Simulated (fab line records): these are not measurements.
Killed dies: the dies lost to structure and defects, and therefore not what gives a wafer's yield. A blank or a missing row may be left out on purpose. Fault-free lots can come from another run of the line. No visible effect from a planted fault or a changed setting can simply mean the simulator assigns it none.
Matching of chambers    flow n5-finfet    N5_BEOL_M2_CO_CAP_55 on cvd-co-02: 3 sister chambers
The step material Co, precursor CCTBA/H2, target thk 2 nm, time 102.1 s. 3 wafers are shown with their chamber, then 10 later ones without.

== WAFERS, EACH WITH ITS CHAMBER ==
wafer   chamber  heater-power-w (W)
L086.2  0        287
L088.1  2        244
L088.2  1        249

== WAFERS WHOSE CHAMBER IS MISSING ==
wafer   heater-power-w (W)
L088.4  246
L093.1  244
L093.2  245
L093.5  290
L094.2  248
L094.3  294
L094.5  290
L091.2  240
L091.4  285
L091.6  247

== WHICH CHAMBER EACH ONE RAN IN ==
wafer   from the rows above      in truth
L088.4  can't be placed: 2 or 1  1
L093.1  can't be placed: 2 or 1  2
L093.2  can't be placed: 2 or 1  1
L093.5  0                        0
L094.2  can't be placed: 1 or 2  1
L094.3  0                        0
L094.5  0                        0
L091.2  can't be placed: 2 or 1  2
L091.4  0                        0
L091.6  can't be placed: 1 or 2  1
4 of 10 placed correctly. Not placeable from these rows: 6 (in 6, the candidates include the true chamber). 0 placed wrongly.
How it was worked out, from the rows above alone: a wafer's distance from a chamber is the root of the sum, over the readings, of the square of ((its reading less the chamber's mean) divided by the reading's scatter). The wafer belongs to the nearest chamber; if the next one is less than 2 further off, it can't be placed. Each chamber's mean is taken over the wafers shown for it. The scatter: with one shown wafer a chamber, the root of the mean of the squares of how far each hidden wafer lies from its nearest shown one.
